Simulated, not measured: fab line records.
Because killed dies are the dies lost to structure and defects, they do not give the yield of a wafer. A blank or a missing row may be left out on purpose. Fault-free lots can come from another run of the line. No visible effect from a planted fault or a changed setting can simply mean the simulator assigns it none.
fab line records    flow n5-finfet
[record] lots = 12  wafers = 34  last-day = 19
route steps=1938 shown PMOS_HMC_CHANNEL_EPI@87 FIN_SAQP@99 PASSIVATION@1936
lots that met no fault: taken from a fault-free run of the same line
start-h: hours from the record's first day to the start of the lot's first wafer shown    wait-h: hours since the lot's step before    " repeats the value in the row above    L1.1+2: several wafers, shown together as one row    - no value present, or no start provided    * or withheld: withheld    < > ~ a bound
route shown NAME@n: NAME is a module with steps in the file, n the number in the route of the first one    usual: average and standard deviation across the fault-free wafers    same: alike in all rows    chamber/n: place in a boat    sites: per-site readings    _std_site: how widely they spread, as a standard deviation    _edge_site: inner sites' mean taken away from outer sites' mean    radius-mm: how far each site lies from the wafer's centre    mask NAME#n: copy n    behind: the last tool/chamber to shape the wafer    hold: cause of the lot's hold/its duration in hours/its outcome    device: the n, p or np transistor that did not switch    end of line: the tests these same wafers got at the end of their route    a step without rows: its recipe alone    killed: dies lost to structure and defects at the first sort, not the wafer's yield    map: per-die view of a wafer (x killed, . not killed, _ where there is no die)
set.NAME: setting as actually run; set.NAME@STEP: the setting as run at that earlier step    model.NAME: the simulator's own value behind a step, which no gauge read
the route's steps for a sample of lots (tables are steps, rows are wafers)
services: the hour from which a tool's chamber was out of use, counted from the record's first day as start-h (under 0 if before that day), plus the number of hours and why
[[steps]]
[step N5_PMOS_HMC_CHANNEL_EPI_EPI_26]
[recipe] material = Si  target-thk-a = 38  temp-c = 650  precursor = SiH4/H2  pressure-torr = 20  time-s = 22.7
[usual] throttle-valve-pct = 11.3/0.5
lot.wafer  tool          chamber  start-h  wait-h  throttle-valve-pct
L146.1     epi-rpcvd-04  0        20.00    0.0     10.4
L146.3     "             0        "        "       10.4
L148.1     epi-rpcvd-03  0        32.01    0.0     11.8
L148.2     "             0        "        "       11.8
L148.5     "             0        "        "       11.5
L149.1     epi-rpcvd-04  0        38.10    0.0     10.4
L149.2     "             0        "        "       10.4
L149.5     "             0        "        "       10.3
L151.2     epi-rpcvd-01  0        49.89    0.1     11.3
L151.3     "             0        "        "       11.2
L151.6     "             0        "        "       11.4
L156.3     epi-rpcvd-01  0        80.53    0.1     11.5
L156.4     "             0        "        "       11.3
L159.4     epi-rpcvd-01  0        98.42    0.2     11.2
L159.5     "             0        "        "       11.5
L159.6     "             0        "        "       11.3
L161.1     epi-rpcvd-03  0        109.75   0.0     11.8
L161.5     "             0        "        "       11.7
L161.6     "             0        "        "       11.7
L162.1     epi-rpcvd-01  0        115.72   0.0     11.2
L162.2     "             0        "        "       11.4
L162.5     "             0        "        "       11.2
L164.1     epi-rpcvd-03  0        128.59   0.0     11.7
L164.2     "             0        "        "       11.5
L164.6     "             0        "        "       11.8
L165.3     epi-rpcvd-01  0        135.96   0.1     11.3
L165.5     "             0        "        "       11.2
L165.6     "             0        "        "       11.3
L166.1     epi-rpcvd-03  0        140.70   0.0     11.7
L166.4     "             0        "        "       11.7
L166.5     "             0        "        "       11.5
L169.1     epi-rpcvd-03  0        160.42   0.0     11.9
L169.3     "             0        "        "       11.8
L169.6     "             0        "        "       11.5
[step N5_FIN_SAQP_PECVD_48]
[recipe] material = SiNx  target-thk-a = 250  temp-c = 400  precursor = SiH4/NH3/N2  pressure-torr = 1.5  rf-w = 300  time-s = 22.1
[usual] heater-power-w = 753/110  showerhead-plenum-p-Torr = 5.18/0.087  throttle-valve-pct = 40/3.3
lot.wafer  tool      chamber  start-h  wait-h  heater-power-w  showerhead-plenum-p-Torr  throttle-valve-pct
L146.1     pecvd-01  1        21.20    0.0     656             5.21                      38
L146.3     "         0        "        "       896             5.10                      40
L148.1     pecvd-03  1        33.09    0.0     843             5.27                      42
L148.2     "         2        "        "       515             5.14                      34
L148.5     "         1        "        "       814             5.27                      42
L149.1     pecvd-01  1        39.72    0.0     681             5.21                      38
L149.2     "         0        "        "       806             5.09                      40
L149.5     "         1        "        "       686             5.23                      38
L151.2     pecvd-04  1        51.12    0.0     699             5.08                      42
L151.3     "         0        "        "       951             5.08                      45
L151.6     "         2        "        "       748             5.21                      38
L156.3     pecvd-03  0        81.64    0.0     758             5.32                      43
L156.4     "         1        "        "       863             5.28                      42
L159.4     pecvd-03  0        100.08   0.0     781             5.32                      43
L159.5     "         2        "        "       627             5.14                      34
L159.6     "         1        "        "       722             5.27                      43
L161.1     pecvd-03  0        110.85   0.0     868             5.31                      43
L161.5     "         1        "        "       759             5.27                      42
L161.6     "         0        "        "       853             5.32                      43
L162.1     pecvd-04  1        116.80   0.0     684             5.09                      42
L162.2     "         0        "        "       976             5.07                      45
L162.5     "         0        "        "       931             5.07                      45
L164.1     pecvd-01  2        130.23   0.0     714             5.18                      36
L164.2     "         1        "        "       726             5.21                      38
L164.6     "         1        "        "       744             5.23                      38
L165.3     pecvd-04  1        137.25   0.0     635             5.09                      42
L165.5     "         2        "        "       692             5.20                      39
L165.6     "         1        "        "       628             5.08                      42
L166.1     pecvd-03  1        142.25   0.0     810             5.28                      42
L166.4     "         1        "        "       807             5.28                      42
L166.5     "         2        "        "       554             5.12                      35
L169.1     pecvd-03  1        162.17   0.0     773             5.27                      42
L169.3     "         2        "        "       499             5.16                      35
L169.6     "         2        "        "       516             5.15                      35
[step N5_FIN_SAQP_PEB_14]
[recipe] peb-temp-c = withheld  peb-time-s = 60  resist = CAR-ArF
[usual] exhaust-pa = 45.1/0.96
lot.wafer  tool            chamber  start-h  wait-h  exhaust-pa
L146.1     litho-track-01  0        21.69    0.1     46.2
L146.3     "               0        "        "       46.2
L148.1     litho-track-01  0        33.54    0.1     45.2
L148.2     "               0        "        "       46.5
L148.5     "               0        "        "       46.0
L149.1     litho-track-01  0        40.32    0.1     45.0
L149.2     "               0        "        "       44.6
L149.5     "               0        "        "       45.8
L151.2     litho-track-05  0        51.67    0.0     45.9
L151.3     "               0        "        "       44.5
L151.6     "               0        "        "       45.8
L156.3     litho-track-05  0        82.06    0.0     46.4
L156.4     "               0        "        "       46.2
L159.4     litho-track-05  0        100.49   0.0     45.4
L159.5     "               0        "        "       44.8
L159.6     "               0        "        "       46.7
L161.1     litho-track-01  0        111.40   0.1     44.5
L161.5     "               0        "        "       43.4
L161.6     "               0        "        "       43.9
L162.1     litho-track-03  0        117.34   0.1     45.7
L162.2     "               0        "        "       46.8
L162.5     "               0        "        "       45.3
L164.1     litho-track-03  0        130.80   0.1     43.4
L164.2     "               0        "        "       44.6
L164.6     "               0        "        "       45.5
L165.3     litho-track-03  0        137.80   0.0     42.8
L165.5     "               0        "        "       44.1
L165.6     "               0        "        "       43.5
L166.1     litho-track-03  0        142.79   0.1     47.1
L166.4     "               0        "        "       45.1
L166.5     "               0        "        "       44.7
L169.1     litho-track-03  0        162.72   0.1     45.2
L169.3     "               0        "        "       44.7
L169.6     "               0        "        "       45.9
[step N5_FIN_SAQP_CD_MEAS_16]
[recipe] target-cd-nm = 35.6  landing-energy-ev = 500  detector = se-inlens
[usual] cd-nm = 35.55/0.3
lot.wafer  tool       chamber  start-h  wait-h  cd-nm
L146.1     cd-sem-01  0        21.76    -       36.28
L146.3     "          0        "        "       35.72
L148.1     cd-sem-01  0        33.60    -       35.61
L148.2     "          0        "        "       35.43
L148.5     "          0        "        "       35.39
L149.1     cd-sem-02  0        40.38    -       35.37
L149.2     "          0        "        "       35.49
L149.5     "          0        "        "       35.47
L151.2     cd-sem-01  0        51.74    -       35.19
L151.3     "          0        "        "       35.34
L151.6     "          0        "        "       35.78
L156.3     cd-sem-02  0        82.13    -       32.67
L156.4     "          0        "        "       32.47
L159.4     cd-sem-01  0        100.56   -       32.66
L159.5     "          0        "        "       35.70
L159.6     "          0        "        "       36.00
L161.1     cd-sem-01  0        111.46   -       35.91
L161.5     "          0        "        "       35.35
L161.6     "          0        "        "       35.26
L162.1     cd-sem-01  0        117.41   -       34.90
L162.2     "          0        "        "       35.57
L162.5     "          0        "        "       35.20
L164.1     cd-sem-01  0        130.87   -       35.48
L164.2     "          0        "        "       35.82
L164.6     "          0        "        "       35.60
L165.3     cd-sem-01  0        137.87   -       35.81
L165.5     "          0        "        "       35.56
L165.6     "          0        "        "       35.44
L166.1     cd-sem-03  0        142.86   -       35.71
L166.4     "          0        "        "       35.56
L166.5     "          0        "        "       35.19
L169.1     cd-sem-02  0        162.78   -       35.91
L169.3     "          0        "        "       35.98
L169.6     "          0        "        "       35.86
[step N5_FIN_SAQP_DESCUM_21]
[recipe] chemistry = O2  time-s = 7.9  source-power-w = 50  bias-power-w = 20  pressure-mtorr = 20  rf-frequency-hz = 2.712e+07  temp-c = 40  resist = CAR-ArF  o2-flow-sccm = 225
[usual] chamber-pressure-mTorr = 20.001/0.019  drypump-motor-current-A = 5.8/0.41  oes-product-au = 0.76/0.081  rf-vpp-V = 243.4/1.5  showerhead-plenum-p-Torr = 2.11/0.081  throttle-valve-pct = 20.51/0.23
lot.wafer  tool         chamber  start-h  wait-h  chamber-pressure-mTorr  drypump-motor-current-A  oes-product-au  rf-hours-counter-h  rf-vpp-V  showerhead-plenum-p-Torr  throttle-valve-pct
L146.1     rie-diel-05  3        21.86    0.0     19.985                  6.1                      0.77            156                 242.5     2.02                      20.40
L146.3     "            1        "        "       19.987                  5.5                      0.71            181                 244.0     2.07                      20.49
L148.1     rie-diel-01  0        33.70    0.0     20.007                  5.2                      0.87            42                  245.4     2.22                      20.31
L148.2     "            1        "        "       19.991                  6.1                      0.68            239                 244.8     2.14                      20.48
L148.5     "            3        "        "       20.006                  5.7                      0.72            -                   242.0     1.99                      21.00
L149.1     rie-diel-03  1        40.48    0.0     19.972                  6.1                      0.72            219                 243.2     2.08                      20.21
L149.2     "            3        "        "       20.038                  5.1                      0.73            180                 241.0     1.99                      20.71
L149.5     "            2        "        "       19.987                  5.2                      0.73            -                   243.5     2.10                      20.78
L151.2     rie-diel-03  1        51.84    0.0     20.019                  6.1                      0.71            222                 243.0     2.08                      20.22
L151.3     "            0        "        "       19.974                  6.2                      0.74            143                 244.4     2.19                      20.62
L151.6     "            0        "        "       19.989                  6.2                      0.74            -                   243.3     2.19                      20.60
L156.3     rie-diel-05  1        82.35    0.2     19.985                  5.5                      0.70            201                 242.8     2.06                      20.52
L156.4     "            0        "        "       20.010                  6.1                      0.71            212                 240.0     1.99                      20.33
L159.4     rie-diel-03  2        100.67   0.0     19.975                  5.2                      0.71            -                   241.3     2.09                      20.81
L159.5     "            0        "        "       20.012                  6.2                      0.72            -                   244.8     2.18                      20.65
L159.6     "            1        "        "       20.007                  6.1                      0.69            -                   243.5     2.07                      20.24
L161.1     rie-diel-05  3        111.66   0.1     19.999                  6.1                      0.74            187                 241.1     2.01                      20.46
L161.5     "            0        "        "       19.986                  6.1                      0.70            -                   240.5     1.98                      20.33
L161.6     "            3        "        "       20.017                  6.1                      0.73            -                   240.7     2.01                      20.45
L162.1     rie-diel-05  2        117.51   0.0     19.967                  6.2                      0.75            158                 244.7     2.19                      20.71
L162.2     "            1        "        "       19.984                  5.5                      0.69            215                 243.4     2.06                      20.55
L162.5     "            2        "        "       20.035                  6.1                      0.74            -                   244.4     2.19                      20.69
L164.1     rie-diel-05  0        131.00   0.1     19.989                  6.1                      0.70            229                 240.7     1.98                      20.36
L164.2     "            1        "        "       20.043                  5.5                      0.69            219                 242.6     2.06                      20.53
L164.6     "            2        "        "       20.002                  6.1                      0.75            -                   243.6     2.19                      20.70
L165.3     rie-diel-01  1        138.07   0.1     20.005                  6.1                      0.92            21                  243.4     2.13                      20.06
L165.5     "            1        "        "       19.993                  6.1                      0.92            -                   244.2     2.13                      20.06
L165.6     "            2        "        "       20.007                  5.6                      0.91            -                   243.4     2.14                      20.26
L166.1     rie-diel-03  0        142.96   0.0     19.993                  6.2                      0.71            186                 243.5     2.18                      20.67
L166.4     "            2        "        "       20.011                  5.2                      0.70            -                   242.8     2.09                      20.86
L166.5     "            1        "        "       19.994                  6.1                      0.68            -                   243.2     2.06                      20.26
L169.1     rie-diel-01  0        163.17   0.3     20.010                  5.1                      0.80            96                  245.7     2.20                      20.40
L169.3     "            2        "        "       19.998                  5.5                      0.89            39                  243.7     2.13                      20.28
L169.6     "            0        "        "       20.042                  5.2                      0.81            -                   244.1     2.20                      20.42
[step N5_PASSIVATION_PROBE_49]
[usual] killed_at_M0_to_M3 = 33/9.9  killed_at_M4_up = 14/6.4  killed-at-contacts = 12/7  killed-at-front-end = 41/13  killed-at-other = 3.1/2.9  killed-dies = 103/20  killed-open = 67/14  killed-short = 34/9.4
[same] gross-dies = 1180  killed-at-back-side = 0
lot.wafer  tool       chamber  start-h  wait-h  killed_at_M0_to_M3  killed_at_M4_up  killed-at-contacts  killed-at-front-end  killed-at-other  killed-dies  killed-open  killed-short
L146.1     prober-02  -        265.56   0.0     29                  15               11                  37                   2                94           66           27
L146.3     prober-02  -        265.66   0.1     31                  16               34                  29                   0                110          72           37
L156.4     prober-02  -        324.97   0.2     40                  10               19                  32                   1                102          56           45
L159.4     prober-02  -        351.55   0.2     40                  17               17                  35                   1                110          78           30
L166.1     prober-01  -        431.59   0.0     25                  12               7                   33                   3                80           57           23
L166.4     prober-01  -        431.74   0.2     18                  12               14                  41                   2                87           62           25
L166.5     prober-01  -        431.79   0.2     33                  20               11                  35                   2                101          76           25
// killed by level:class
L146.1 FIN_SAQP:geometric-particle:open=16 BEOL_M3:geometric-particle:open=9 MOL_CONTACT_COAG:geometric-particle:open=8 BEOL_M2:geometric-particle:open=6 BEOL_M4:geometric-particle:open=6 FIN_SAQP:geometric-particle:short=5 BEOL_M0_SAQP:geometric-particle:open=5 STI_FIN_REVEAL:geometric-particle:open=3
L146.3 MOL_CONTACT_COAG:geometric-particle:open=20 MOL_CONTACT_COAG:geometric-particle:short=14 BEOL_M3:geometric-particle:open=11 STI_FIN_REVEAL:geometric-particle:open=6 BEOL_M2:geometric-particle:open=6 FIN_SAQP:geometric-particle:open=5 BEOL_M4:geometric-particle:open=5 GATE_CUT:geometric-particle:short=4
L156.4 MOL_CONTACT_COAG:geometric-particle:open=14 BEOL_M0_SAQP:geometric-particle:short=13 BEOL_M0_SAQP:geometric-particle:open=9 BEOL_M2:geometric-particle:open=8 FIN_SAQP:geometric-particle:open=6 FIN_SAQP:geometric-particle:short=6 GATE_CUT:geometric-particle:short=6 MOL_CONTACT_COAG:geometric-particle:short=5
L159.4 MOL_CONTACT_COAG:geometric-particle:open=16 BEOL_M2:geometric-particle:open=13 BEOL_M4:geometric-particle:open=10 BEOL_M0_SAQP:geometric-particle:open=9 STARTING-WAFER:geometric-particle:short=6 FIN_SAQP:geometric-particle:short=5 BEOL_M0_SAQP:geometric-particle:short=5 BEOL_M1:geometric-particle:open=5
L166.1 STI_FIN_REVEAL:geometric-particle:open=9 BEOL_M4:geometric-particle:open=9 BEOL_M2:geometric-particle:open=8 MOL_CONTACT_COAG:geometric-particle:open=6 STARTING-WAFER:geometric-particle:short=5 GATE_CUT:geometric-particle:open=4 FIN_SAQP:geometric-particle:open=3 BEOL_M0:geometric-particle:open=3
L166.4 MOL_CONTACT_COAG:geometric-particle:open=11 STI_FIN_REVEAL:geometric-particle:open=10 DUMMY_GATE:geometric-particle:open=9 BEOL_M2:geometric-particle:open=6 GATE_CUT:geometric-particle:short=5 FIN_SAQP:geometric-particle:open=4 BEOL_M4:geometric-particle:open=4 STARTING-WAFER:geometric-particle:short=4
L166.5 BEOL_M4:geometric-particle:open=16 MOL_CONTACT_COAG:geometric-particle:open=11 BEOL_M1:geometric-particle:open=8 STI_FIN_REVEAL:geometric-particle:open=7 BEOL_M2:geometric-particle:open=7 FIN_SAQP:geometric-particle:open=6 FIN_SAQP:geometric-particle:short=4 DUMMY_GATE:geometric-particle:open=3
[[services]]
tool            chamber  start-h  hours  kind
pecvd-03        2        5.94     2.1    scheduled-down
rie-diel-01     2        14.45    -      clean
rie-diel-01     2        14.45    -      consumable-replace:focus-ring
rie-diel-01     2        14.45    23.0   scheduled-down
rie-diel-01     2        14.45    23.0   vent-cycle
pecvd-04        -        19.98    14.6   pm
rie-diel-03     2        26.72    4.9    repair
rie-diel-03     0        30.25    4.7    repair
pecvd-04        -        52.20    5.5    pm
rie-diel-01     1        59.08    2.7    repair
rie-diel-03     3        60.64    132.0  repair
rie-diel-01     1        67.45    -      clean
rie-diel-01     1        67.45    -      consumable-replace:focus-ring
rie-diel-01     1        67.45    16.1   scheduled-down
rie-diel-01     1        67.45    16.1   vent-cycle
pecvd-03        1        69.43    5.5    scheduled-down
rie-diel-01     2        79.65    27.8   repair
pecvd-01        0        98.28    16.8   repair
pecvd-01        -        114.40   2.8    pm
litho-track-01  -        117.70   -      consumable-replace:filter
pecvd-03        1        118.68   2.1    scheduled-down
pecvd-03        0        129.93   5.5    scheduled-down
pecvd-04        -        131.73   0.5    repair
pecvd-01        -        151.85   14.6   pm
[[key]]
[first-sign] step = N5_FIN_SAQP_CD_MEAS_16  reading = cd-nm  direction = down  sigmas = 9.8  usual = 35.55  struck = 32.60
effect none on later readings
met-at N5_FIN_SAQP_PEB_14
struck-lots L156,L159
struck-wafers L156.3,L156.4,L159.4
tester-left-out L156,L159
not-acting-at N5_PMOS_HMC_CHANNEL_EPI_EPI_26,N5_FIN_SAQP_PECVD_48,N5_FIN_SAQP_DESCUM_21
onset-between 51.67 82.06
[fault] kind = process-parameter-drift  tool = litho-track-05  chamber = -  onset-h = 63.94  steps = N5_FIN_SAQP_PEB_14  channel = peb-time-s  offset = *  shape = step  end-h = 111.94  scope = struck-wafers-only  acts-in = *  stated = *
// tester-left-out: of these lots the tester's yield and bins aren't shown, on N5 and GAA mostly nor the transistor test; their killed dies are dies lost to structure and defects alone, not to doping, threshold or leakage, so they don't give the yield
